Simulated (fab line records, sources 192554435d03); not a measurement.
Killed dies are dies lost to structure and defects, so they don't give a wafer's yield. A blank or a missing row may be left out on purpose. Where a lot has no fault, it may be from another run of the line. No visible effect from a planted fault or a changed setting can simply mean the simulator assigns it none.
2 desks, one fault | flow n5 finfet | every desk sees just its own numbers, and what lay behind them comes last

THE METROLOGY DESK
Lot by lot, what the gauges showed, no matter which tool ran the lot: averages of those sampled wafers that carry a number. The brackets show how far a lot's mean lies from the usual mean; more than 4 standard deviations puts the lot out of limits, marked OUT.
Columns: A = M15_OVL at N5_BEOL_M15_OVL_MEAS_29, usual -3 nm
lot  | first seen here | A
L672 | day 11 15:52    | -9
L673 | day 11 21:39    | -9
L674 | day 12 11:16    | -2
L677 | day 13 06:13    | -9
L675 | day 13 08:23    | -2
L686 | day 15 17:48    | -4
L692 | day 16 12:46    | 3
L690 | day 16 13:47    | 0
L694 | day 17 09:23    | 7
L695 | day 17 13:54    | -5
L693 | day 17 18:13    | -4
This desk's finding: nothing out of limits on any of the 11 lots.

THE DEFECT DESK
What the inspections along the route counted, lot by lot: means of the sampled wafers that have a number. The brackets show how far a lot's mean lies from the usual mean; more than 4 standard deviations puts the lot out of limits, marked OUT.
Columns: A = raw defect count at N5_BEOL_M15_INSPECT_30, usual 2.2
lot  | first seen here | A
L672 | day 11 15:53    | 3.7
L673 | day 11 21:40    | 3.7
L674 | day 12 11:17    | 2.0
L677 | day 13 06:15    | 3.0
L675 | day 13 08:25    | 92.7 (+60) OUT
L686 | day 15 17:49    | 2.3
L692 | day 16 12:47    | 3.0
L690 | day 16 13:49    | 1.0
L694 | day 17 09:25    | 2.7
L695 | day 17 13:56    | 3.7
L693 | day 17 18:14    | 3.3
This desk's verdict: out of limits on L675, starting with L675 at day 13 08:25 (raw defect count at N5_BEOL_M15_INSPECT_30). L672, L673, L674, L677, L686, L692, L690, L694, L695, L693 stayed within limits.

BROUGHT TOGETHER
The defect desk could have raised an alarm at day 13 08:25, on L675.
Nothing out of limits was seen by the metrology desk.
The metrology desk has L675 on record, within its limits.
The lots listed all ran N5_BEOL_M15_STRIP_65 on wet bench-03.

WHAT WAS PUT IN BY THE SIMULATOR
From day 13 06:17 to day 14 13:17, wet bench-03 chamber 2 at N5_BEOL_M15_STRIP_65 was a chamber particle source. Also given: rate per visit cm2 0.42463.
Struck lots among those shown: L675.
Hours from the fault's start to each desk's first reading out of limits: the defect desk, 2.
